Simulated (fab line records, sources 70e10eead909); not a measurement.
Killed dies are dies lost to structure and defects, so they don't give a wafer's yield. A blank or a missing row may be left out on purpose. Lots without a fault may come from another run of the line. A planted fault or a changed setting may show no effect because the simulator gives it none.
A struck lot beside a sound one | flow nand_harc | 14 steps out of a route of 1159
Sound: wafers L435.2, L435.4, L435.6. Struck: wafers L443.1, L443.2, L443.4. The cause comes at the end.
At each step with rows: each side's tool, then ch and its chambers, then its first start. Under that, the readings that differ: sound wafers | struck wafers | difference of the means | sigmas: that difference in standard deviations of wafers without a fault.
alike: readings whose means differ by less than 2 such deviations, and words and numbers that are the same on both sides. not compared: withheld readings, readings that some wafer has no value for, bounds like >300 that may hide the same value, and numbers for which the record gives no deviation and whose values overlap.
The two part at a step that has a row with sigmas, a row that says differs or no value, or rows on one side only. Numbers that don't overlap but have no deviation are shown without sigmas and don't part them. A reading that every wafer of one side lacks parts them only if that side has two wafers or more.

first, 1 step without rows for these wafers: NHARC_A_ONON_D1_DEP_19 (target thk 1000 nm).
NHARC_A_ONON_D1_THK_MEAS_21: measures by ellipsometry.
  sound on film_metro-01, day 10 06:54; struck on film_metro-02, day 12 04:28
  alike: thk_nm
then, 1 step without rows for these wafers: NHARC_A_ONON_D1_DEP_22 (target thk 1000 nm).
NHARC_A_ONON_D1_THK_MEAS_24: measures by ellipsometry.
  sound on film_metro-01, day 10 07:28; struck on film_metro-01, day 12 05:02
  alike: thk_nm
then, 1 step without rows for these wafers: NHARC_A_ONON_D1_DEP_25 (target thk 1000 nm).
NHARC_A_ONON_D1_THK_MEAS_27: measures by ellipsometry.
  sound on film_metro-01, day 10 08:02; struck on film_metro-01, day 12 05:35
  alike: thk_nm
then, 1 step without rows for these wafers: NHARC_A_ONON_D1_DEP_28 (target thk 1000 nm).
NHARC_A_ONON_D1_THK_MEAS_30: measures by ellipsometry.
  sound on film_metro-01, day 10 08:37; struck on film_metro-01, day 12 06:10
  reading     | sound       | struck         | difference | sigmas
  thk_nm (nm) | 994 993 994 | 1020 1020 1021 | +27        | +3
NHARC_A_ONON_D1_DEP_33: deposits SiO2, target thk 200 nm.
  sound on pecvd-02 ch 1,2, day 10 08:46; struck on pecvd-02 ch 0,1,2, day 12 06:30
  reading                   | sound             | struck            | difference | sigmas
  mfc_precursor_sccm (sccm) | 161.6 161.9 162.0 | 161.3 160.8 160.6 | -0.9       | -2
  alike: heater_power_w, throttle_valve_pct
NHARC_A_ONON_D1_THK_MEAS_34: measures by ellipsometry.
  sound on film_metro-01, day 10 09:06; struck on film_metro-01, day 12 06:52
  alike: thk_nm
NHARC_A_ONON_D1_INSPECT_32:
  sound on defect_inspect-02, day 10 09:10; struck on defect_inspect-01, day 12 06:56
  alike: raw_defect_count
NHARC_A_CHANNEL_HOLE_D1_DEP_00: deposits aC, target thk 3100 nm.
  sound on acl_dep-01 ch 0, day 10 09:32; struck on acl_dep-03 ch 0, day 12 10:46
  alike: throttle_valve_pct
NHARC_A_CHANNEL_HOLE_D1_DEP_01: deposits SiON, target thk 140 nm.
  sound on pecvd-02 ch 0,2, day 10 11:12; struck on pecvd-02 ch 1,2, day 12 12:45
  alike: heater_power_w
-- the record jumps here: 11 days lie between the struck wafers' starts before and after (it left off in module A_CHANNEL_HOLE_D1 and takes up again in module END, whose first step shown is number 1159 of the route) --
NHARC_END_SORT_01:
  sound on prober-02 ch 0, day 22 02:25; struck on prober-02 ch 0, day 23 16:08
  reading         | sound    | struck      | difference | sigmas
  killed_at_array | 54 40 39 | 674 676 676 | +631       | +49
  killed_dies     | 55 44 43 | 677 677 677 | +630       | +48
  killed_short    | 4 5 10   | 3 0 2       | -5         | -3
  alike: killed_at_other, killed_at_periphery, killed_open

WHERE THEY PART
First at NHARC_A_ONON_D1_THK_MEAS_30; last, within this record, at NHARC_END_SORT_01.

WHY: what the simulator had put in
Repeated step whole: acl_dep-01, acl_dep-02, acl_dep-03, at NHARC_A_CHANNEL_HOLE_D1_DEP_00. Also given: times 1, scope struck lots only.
